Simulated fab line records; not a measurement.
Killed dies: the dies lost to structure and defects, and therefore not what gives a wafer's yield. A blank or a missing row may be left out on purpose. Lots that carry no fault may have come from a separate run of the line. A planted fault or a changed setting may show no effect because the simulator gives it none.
2 desks, one fault ; flow n5 finfet ; every desk sees just its own numbers, and what lay behind them comes last

== THE METROLOGY DESK ==
Lot by lot, what the gauges showed, no matter which tool ran the lot: averages of those sampled wafers that carry a number. If a lot's mean is further than 4 standard deviations from the usual mean, the lot is out of limits and carries the mark OUT (the distance appears in the brackets). 7 of its 11 readings are shown, namely those furthest out on some lot.
Columns: A = M3_ILD_THK at N5_BEOL_M3_THK_MEAS_01, usual 78.9 nm; B = DIBL_N at N5_BEOL_M4_RC_MEAS_101, usual 36.2 mV/V; C = IOFF_N at N5_BEOL_M4_RC_MEAS_101, usual 0.16 nA/um; D = IOFF_P at N5_BEOL_M4_RC_MEAS_101, usual 0.21 nA/um; E = ION_P at N5_BEOL_M4_RC_MEAS_101, usual 460 uA/um; F = SS_N at N5_BEOL_M4_RC_MEAS_101, usual 71.4 mV/dec; G = VT_P at N5_BEOL_M4_RC_MEAS_101, usual -252 mV
lot;first seen here;A;B;C;D;E;F;G
L299;day 7 03:53;79.7;35.7;0.15;0.21;466;71.7;-248
L300;day 7 04:00;78.8;38.4;0.20;0.27;465;71.9;-245
L301;day 7 13:45;78.0;36.6;0.17;0.21;458;71.9;-252
L304;day 8 08:49;78.5;35.2;0.16;0.21;466;71.3;-250
L305;day 8 18:14;78.8;36.1;0.16;0.20;452;71.5;-253
L311;day 10 10:50;78.5;35.0;0.14;0.17;452;71.1;-254
L313;day 10 15:49;78.0;34.5;0.16;0.16;449;71.2;-259
L315;day 10 22:57;79.7;35.8;0.15;0.18;456;71.5;-253
L318;day 12 03:51;78.5;37.1;0.14;0.19;455;71.4;-254
L319;day 12 06:51;80.7;37.2;0.18;0.24;471;71.4;-247
L321;day 12 17:51;79.0;36.6;0.15;0.21;465;70.7;-250
Finding of this desk: none of the 11 lots has anything out of limits.

== THE TOOL OWNER'S DESK: cvd co-02 ==
The tool's own readings at N5_BEOL_M2_CO_CAP_55 (material Co, precursor CCTBA/H2, target thk 2 nm, time 102.1 s): means of the sampled wafers that have a number, for each lot that ran on this tool. If a lot's mean is further than 4 standard deviations from the usual mean, the lot is out of limits and carries the mark OUT (the distance appears in the brackets).
Columns: A = chamber pressure Torr at N5_BEOL_M2_CO_CAP_55, usual 30.00 Torr; B = heater power w at N5_BEOL_M2_CO_CAP_55, usual 229 W; C = run length s at N5_BEOL_M2_CO_CAP_55, usual 124.6 s
lot;first seen here;A;B;C
L300;day 7 03:41;30.00;233;124.2
L301;day 7 13:25;30.01;228;124.6
L311;day 10 10:31;29.98;228;113.9 (-26) OUT
L313;day 10 15:29;30.04;226;103.1 (-52) OUT
This desk's verdict: out of limits on L311, L313, starting with L311 at day 10 10:31 (run length s at N5_BEOL_M2_CO_CAP_55). L300, L301 stayed within limits.

== TAKEN TOGETHER ==
On L311, L313, at day 10 10:31, an alarm was possible from the tool owner's desk.
Nothing out of limits was seen by the metrology desk.
The metrology desk holds a record of L311, L313, inside its limits.
N5_BEOL_M2_CO_CAP_55 was run on cvd co-02 by each of the lots named.

== WHAT WAS PUT IN BY THE SIMULATOR ==
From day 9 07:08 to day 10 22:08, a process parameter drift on cvd co-02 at N5_BEOL_M2_CO_CAP_55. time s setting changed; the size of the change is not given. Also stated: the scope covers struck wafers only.
Shown lots that were struck: L311, L313.
How many hours passed from the start of the fault until each desk's first out-of-limits reading: the tool owner's desk, 27.
